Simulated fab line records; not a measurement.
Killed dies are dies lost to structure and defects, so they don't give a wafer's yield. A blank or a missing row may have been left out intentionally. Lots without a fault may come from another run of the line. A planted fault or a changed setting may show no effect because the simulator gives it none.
A single fault, viewed from 2 desks    flow n5_finfet    only its own numbers are on each desk; what lay behind them is given at the end

FROM THE METROLOGY DESK
Lot by lot, what the gauges showed, no matter which tool ran the lot: averages of those sampled wafers that carry a number. Any lot whose mean is over 4 standard deviations away from the usual mean is out of limits and marked OUT; that distance is given in the brackets.
Columns: A = V13_OVL at N5_BEOL_M14_OVL_MEAS_11, usual 2 nm
lot   first seen here  A
L440  day 13 01:49     8
L439  day 13 06:31     4
L443  day 13 07:03     8
L441  day 13 13:46     8
L442  day 13 21:15     -3
L448  day 14 15:34     40 (+7.5) OUT
L449  day 14 21:38     42 (+7.8) OUT
L454  day 16 13:29     4
L455  day 16 20:52     4
L458  day 17 07:44     2
Finding of this desk: L448, L449 out of limits, first seen on L448 at day 14 15:34 (V13_OVL at N5_BEOL_M14_OVL_MEAS_11). L440, L439, L443, L441, L442, L454, L455, L458: within limits.

TOOL OWNER'S DESK, krf_scanner-02
The tool's own readings at N5_BEOL_M14_EXPOSE_07 (exposes mask V13): means of the sampled wafers that have a number, for each lot that ran on this tool. Any lot whose mean is over 4 standard deviations away from the usual mean is out of limits and marked OUT; that distance is given in the brackets.
Columns: A = focus_offset_nm at N5_BEOL_M14_EXPOSE_07, usual 0.0 nm; B = reticle_temp_C at N5_BEOL_M14_EXPOSE_07, usual 22.99 C
lot   first seen here  A     B
L440  day 13 01:37     -0.6  22.96
L439  day 13 06:19     -0.2  22.91
L443  day 13 06:50     -0.4  23.12
L441  day 13 13:34     -0.2  22.84
L442  day 13 21:03     0.2   22.96
L448  day 14 15:22     0.3   22.95
L449  day 14 21:26     -0.2  22.97
Finding of this desk: none of the 7 lots has anything out of limits.

BROUGHT TOGETHER
The metrology desk could have raised an alarm at day 14 15:34, on L448, L449.
The tool owner's desk saw nothing out of limits.
The tool owner's desk has L448, L449 on record, within its limits.
N5_BEOL_M14_EXPOSE_07 was run on krf_scanner-02 by each of the lots named.

WHAT THE SIMULATOR HAD INSERTED
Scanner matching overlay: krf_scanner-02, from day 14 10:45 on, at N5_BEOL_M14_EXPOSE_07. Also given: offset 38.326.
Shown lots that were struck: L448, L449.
Delay in hours, fault start to first out-of-limits reading, per desk: metrology desk 5.
